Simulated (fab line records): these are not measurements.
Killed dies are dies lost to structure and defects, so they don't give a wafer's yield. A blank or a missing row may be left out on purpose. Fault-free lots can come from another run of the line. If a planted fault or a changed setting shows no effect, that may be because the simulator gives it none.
Lot-split experiment | flow n5Finfet | 39 wafers read from 7 lots, route of 1938 steps

## ABOUT THE SPLIT
At N5_BEOL_M10_ILD_DEP_00 (deposits SiCOH lowk from DEMS/porogen, target thk 308.51 nm, time 58 s), the setting timeS was moved away from the recipe's 58 s on 12 of the 39 wafers read, by -28.4% to +33.7%. The other wafers ran this setting at the recipe's value.

## SPLIT TO READING: what lies between them in the file, 1 step
- N5_BEOL_M10_CURE_71: cures SiCOH lowk, time 240 s

## THE READING
At N5_BEOL_M10_THK_MEAS_01: M10_ILD_THK, given in nm. On this fab line, fault-free wafers typically give 268.2 nm with a standard deviation of 2.9 nm.

wafer  | tool, chamber at the split | timeS as run, s | against the recipe | M10_ILD_THK, nm | against lot-mates on the recipe
L075.1 | pecvd-04, 1                | 73.94           | +27.5%             | 339.1           | +71.4
L075.2 | pecvd-04, 0                | 73.94           | +27.5%             | 339.3           | +71.6
L075.3 | pecvd-04, 2                | 58              | recipe             | 266.0           | -
L075.4 | pecvd-04, 2                | 73.94           | +27.5%             | 343.3           | +75.6
L075.5 | pecvd-04, 0                | 58              | recipe             | 269.6           | -
L075.6 | pecvd-04, 1                | 58              | recipe             | 267.6           | -
L076.1 | pecvd-01, 1                | 58              | recipe             | 270.8           | -
L076.2 | pecvd-01, 0                | 58              | recipe             | 271.3           | -
L076.3 | pecvd-01, 2                | 58              | recipe             | 269.1           | -
L076.4 | pecvd-01, 0                | 58              | recipe             | 270.3           | -
L076.5 | pecvd-01, 1                | 58              | recipe             | 273.8           | -
L076.6 | pecvd-01, 2                | 58              | recipe             | 270.4           | -
L080.1 | pecvd-03, 1,0              | 58              | recipe             | 268.1           | -
L080.2 | pecvd-03, 2                | 58              | recipe             | 268.9           | -
L080.3 | pecvd-03, 0                | 58              | recipe             | 264.0           | -
L080.4 | pecvd-03, 1                | 58              | recipe             | 271.9           | -
L080.5 | pecvd-03, 1,0              | 58              | recipe             | 268.2           | -
L080.6 | pecvd-03, 2                | 58              | recipe             | 271.2           | -
L085.1 | pecvd-03, 0                | 46.43           | -19.9%             | 212.9           | -56.7
L085.2 | pecvd-03, 2                | 58              | recipe             | 266.8           | -
L085.3 | pecvd-03, 1,2              | 46.43           | -19.9%             | 215.5           | -54.1
L085.4 | pecvd-03, 1,2              | 46.43           | -19.9%             | 215.7           | -53.9
L085.5 | pecvd-03, 0                | 58              | recipe             | 269.5           | -
L085.6 | pecvd-03, 1                | 58              | recipe             | 272.4           | -
L088.1 | pecvd-04, 0                | 58              | recipe             | 266.7           | -
L088.3 | pecvd-04, 1                | 58              | recipe             | 266.7           | -
L088.5 | pecvd-04, 0                | 58              | recipe             | 270.9           | -
L093.1 | pecvd-03, 2                | 58              | recipe             | 264.6           | -
L093.2 | pecvd-03, 1                | 58              | recipe             | 269.2           | -
L093.3 | pecvd-03, 0                | 41.52           | -28.4%             | 187.6           | -79.8
L093.4 | pecvd-03, 0                | 41.52           | -28.4%             | 194.8           | -72.6
L093.5 | pecvd-03, 1                | 41.52           | -28.4%             | 190.3           | -77.1
L093.6 | pecvd-03, 2                | 58              | recipe             | 268.3           | -
L096.1 | pecvd-01, 0                | 58              | recipe             | 263.7           | -
L096.2 | pecvd-01, 1                | 58              | recipe             | 267.1           | -
L096.3 | pecvd-01, 2                | 77.57           | +33.7%             | 353.9           | +88.2
L096.4 | pecvd-01, 2                | 58              | recipe             | 266.2           | -
L096.5 | pecvd-01, 1                | 77.57           | +33.7%             | 361.7           | +96.0
L096.6 | pecvd-01, 0                | 77.57           | +33.7%             | 363.7           | +98.0
Where a row lists several chambers, the file gives one row for several wafers and doesn't say which wafer went through which chamber.

THE FIT
A straight line over all 39 wafers: M10_ILD_THK changes by +2.69 nm for each +1% of timeS; r = +1.00; the points scatter about the line by 2.8 nm.
The same after taking each lot's own level away (the mean of its wafers on the recipe; 39 wafers): +2.72 nm for each +1%; r = +1.00; scatter 2.5 nm.
Per that fit: largest timeS move, reading shift of 92 nm.
The span of the lots' own levels, 265.67 to 270.95 nm, comes to 1.8 times the standard deviation stated above.
Consequently the slope shifts little with the lot-to-lot level, the two slopes agreeing.
Check: with one of the wafers moved furthest among these (+33.7%) left out of the fit, the line predicts +92.6 nm for it against its lot-mates. It came out at +88.2 nm against them.

## ADDITIONAL SPLITS CARRIED BY THESE WAFERS
Other splits were also applied to these wafers ahead of the reading. Each is held against what the fit with the lots' levels taken away leaves over:
other split on the same wafers     | wafers away from the commonest value | r with M10_ILD_THK (lot level and that fit taken away)
N5_BEOL_M8_DEVELOP_10 developTimeS | 15                                   | +0.04

## THE WHOLE CHAIN: every reading that the file lists as answering this split, in the file's order
step                    | what it does                                                           | reading                                                                                  | change (the file's fit)              | r (the file's)
N5_BEOL_M10_ILD_DEP_00  | deposits SiCOH lowk from DEMS/porogen, target thk 308.51 nm, time 58 s | SiCOH_lowk_of_BEOL_M10_ILD_DEP_00.thkNm (the simulator's own value, which no gauge read) | +3.07 nm for each +1% of the setting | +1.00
N5_BEOL_M10_CURE_71     | cures SiCOH lowk, time 240 s                                           | SiCOH_lowk_of_BEOL_M10_ILD_DEP_00.thkNm (the simulator's own value, which no gauge read) | +2.72 nm for each +1% of the setting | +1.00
N5_BEOL_M10_THK_MEAS_01 |                                                                        | M10_ILD_THK                                                                              | +2.72 for each +1% of the setting    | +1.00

## THE FILE'S OWN FIT
M10_ILD_THK changes by +2.72 nm for each +1% of timeS, r = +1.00.
